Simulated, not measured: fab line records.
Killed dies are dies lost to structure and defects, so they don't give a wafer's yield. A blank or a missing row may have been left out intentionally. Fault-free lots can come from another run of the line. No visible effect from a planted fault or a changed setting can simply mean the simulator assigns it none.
The tool behind it: which one? | flow n5Finfet | 72 wafers from 24 lots sampled at 3 of the route's 1938 steps

== WHAT THE GAUGES SHOWED, per wafer ==
N5_BEOL_M13_RS_MEAS_54: uses a four-point probe to measure.
lot  | measured     | on           | M13_RS (ohm/sq)
L074 | day 11 01:19 | filmMetro-01 | 0.0429 0.0440 0.0444
L077 | day 12 00:26 | filmMetro-01 | 0.0445 0.0441 0.0449
L076 | day 12 02:19 | filmMetro-02 | 0.0459 0.0443 0.0448
L075 | day 12 07:29 | filmMetro-02 | 0.0446 0.0449 0.0447
L078 | day 12 18:40 | filmMetro-02 | 0.0451 0.0459 0.0452
L080 | day 13 11:13 | filmMetro-01 | 0.0445 0.0451 0.0455
L082 | day 13 15:41 | filmMetro-02 | 0.0450 0.0441 0.0445
L079 | day 13 16:40 | filmMetro-02 | 0.0433 0.0442 0.0431
L081 | day 13 19:08 | filmMetro-01 | 0.0447 0.0454 0.0454
L083 | day 13 19:43 | filmMetro-01 | 0.0452 0.0457 0.0461
L085 | day 14 18:25 | filmMetro-02 | 0.0454 0.0467 0.0460
L084 | day 14 19:27 | filmMetro-02 | 0.0455 0.0442 0.0455
L086 | day 15 05:05 | filmMetro-02 | 0.0435 0.0457 0.0437
L089 | day 15 06:59 | filmMetro-01 | 0.0441 0.0449 0.0455
L087 | day 15 07:28 | filmMetro-01 | 0.0465 0.0450 0.0464
L088 | day 15 08:37 | filmMetro-01 | 0.0442 0.0446 0.0447
L090 | day 15 10:11 | filmMetro-01 | 0.0456 0.0465 0.0452
L091 | day 15 19:04 | filmMetro-01 | 0.0453 0.0455 0.0452
L092 | day 16 06:39 | filmMetro-01 | 0.0467 0.0466 0.0455
L093 | day 16 18:35 | filmMetro-01 | 0.0457 0.0446 0.0461
L095 | day 17 08:52 | filmMetro-02 | 0.0445 0.0429 0.0453
L094 | day 17 12:29 | filmMetro-01 | 0.0451 0.0459 0.0453
L096 | day 17 15:19 | filmMetro-01 | 0.0447 0.0449 0.0452
L097 | day 18 05:43 | filmMetro-01 | 0.0448 0.0462 0.0462

N5_BEOL_M14_CD_MEAS_10: target cd 250 nm.
lot  | measured     | on       | cdNm (nm)
L074 | day 11 02:00 | cdSem-01 | 248.3 248.1 249.1
L077 | day 12 00:59 | cdSem-03 | 252.3 250.0 250.1
L076 | day 12 02:57 | cdSem-01 | 251.5 248.5 249.9
L075 | day 12 08:03 | cdSem-03 | 251.6 248.9 249.1
L078 | day 12 19:21 | cdSem-01 | 249.2 250.4 247.8
L080 | day 13 11:51 | cdSem-03 | 250.8 250.2 251.5
L082 | day 13 16:22 | cdSem-03 | 248.5 248.4 249.2
L079 | day 13 17:21 | cdSem-03 | 249.4 248.5 246.9
L081 | day 13 19:49 | cdSem-01 | 247.9 249.3 248.8
L083 | day 13 20:24 | cdSem-03 | 248.1 246.5 247.5
L085 | day 14 19:05 | cdSem-01 | 251.4 249.8 250.9
L084 | day 14 20:01 | cdSem-01 | 252.1 248.3 251.3
L086 | day 15 05:39 | cdSem-01 | 252.2 250.2 251.0
L089 | day 15 07:40 | cdSem-02 | 250.5 250.6 254.1
L087 | day 15 08:14 | cdSem-02 | 247.3 252.0 250.0
L088 | day 15 09:10 | cdSem-02 | 250.3 249.4 251.9
L090 | day 15 10:45 | cdSem-03 | 248.3 247.0 245.6
L091 | day 15 19:45 | cdSem-02 | 249.2 248.4 251.6
L092 | day 16 07:20 | cdSem-02 | 249.1 249.8 252.1
L093 | day 16 19:08 | cdSem-03 | 250.2 246.5 248.3
L095 | day 17 09:38 | cdSem-02 | 252.9 250.2 252.5
L094 | day 17 13:12 | cdSem-02 | 249.0 251.0 251.6
L096 | day 17 16:00 | cdSem-03 | 249.5 252.5 249.8
L097 | day 18 06:17 | cdSem-01 | 246.7 249.7 249.8

N5_BEOL_M14_OVL_MEAS_11.
lot  | measured     | on         | V13_OVL (nm)
L074 | day 11 02:02 | overlay-01 | 3 1 2
L077 | day 12 01:01 | overlay-01 | 7 5 -2
L076 | day 12 02:59 | overlay-01 | 4 -2 4
L075 | day 12 08:04 | overlay-02 | -2 3 -4
L078 | day 12 19:23 | overlay-01 | 1 7 5
L080 | day 13 11:53 | overlay-01 | -6 2 7
L082 | day 13 16:24 | overlay-01 | 0 -2 -3
L079 | day 13 17:23 | overlay-02 | 0 -1 -4
L081 | day 13 19:51 | overlay-01 | 5 4 8
L083 | day 13 20:26 | overlay-01 | -1 -2 -3
L085 | day 14 19:07 | overlay-02 | 14 5 8
L084 | day 14 20:02 | overlay-01 | 2 12 7
L086 | day 15 05:41 | overlay-02 | 1 2 7
L089 | day 15 07:42 | overlay-01 | 9 10 13
L087 | day 15 08:16 | overlay-02 | 7 -1 11
L088 | day 15 09:12 | overlay-01 | -5 -7 -9
L090 | day 15 10:47 | overlay-02 | 8 11 8
L091 | day 15 19:47 | overlay-02 | 1 -1 -1
L092 | day 16 07:22 | overlay-02 | 3 9 4
L093 | day 16 19:10 | overlay-02 | 8 5 6
L095 | day 17 09:40 | overlay-02 | 13 5 9
L094 | day 17 13:14 | overlay-02 | 5 1 4
L096 | day 17 16:02 | overlay-01 | -6 -1 8
L097 | day 18 06:18 | overlay-02 | 1 14 8

== WHAT TOOL EACH LOT RAN ON (gives the tool, then ch and the chambers of the sampled wafers, and finally the start) ==
Record: no process step prior to these readings.

== WHAT THE TOOLS THEMSELVES READ (means of the sampled wafers that have a number; where no wafer has one, the mark that the record gives instead) ==
The record holds no such reading with a usual standard deviation.

== THE ANSWER, worked out from the rows above alone ==
Rule: the lots themselves supply what counts as usual. The widest of any qualifying gaps counts: lots, ordered by their means at a reading, are off when they make up no more than a third of the lots, leave a main group of 4 or more, and stand apart from it by 3 or more times the standard deviation of that group's means. A main group whose means are all the same, to the digits that the tables above print for the reading, isn't used. Also off: a lot with no number at a reading for which 4 or more lots have one. The other lots that the step has rows for count as sound. After the gauges, taken in route order, come the tools' own readings; for these a lot's mean is taken, as printed above. At the first step where some lot is off, the reading lying furthest off is the one used; lots without a number count as furthest.
Nothing can be told from this: no lot is off at any reading shown.

== WHAT WAS PUT IN BY THE SIMULATOR ==
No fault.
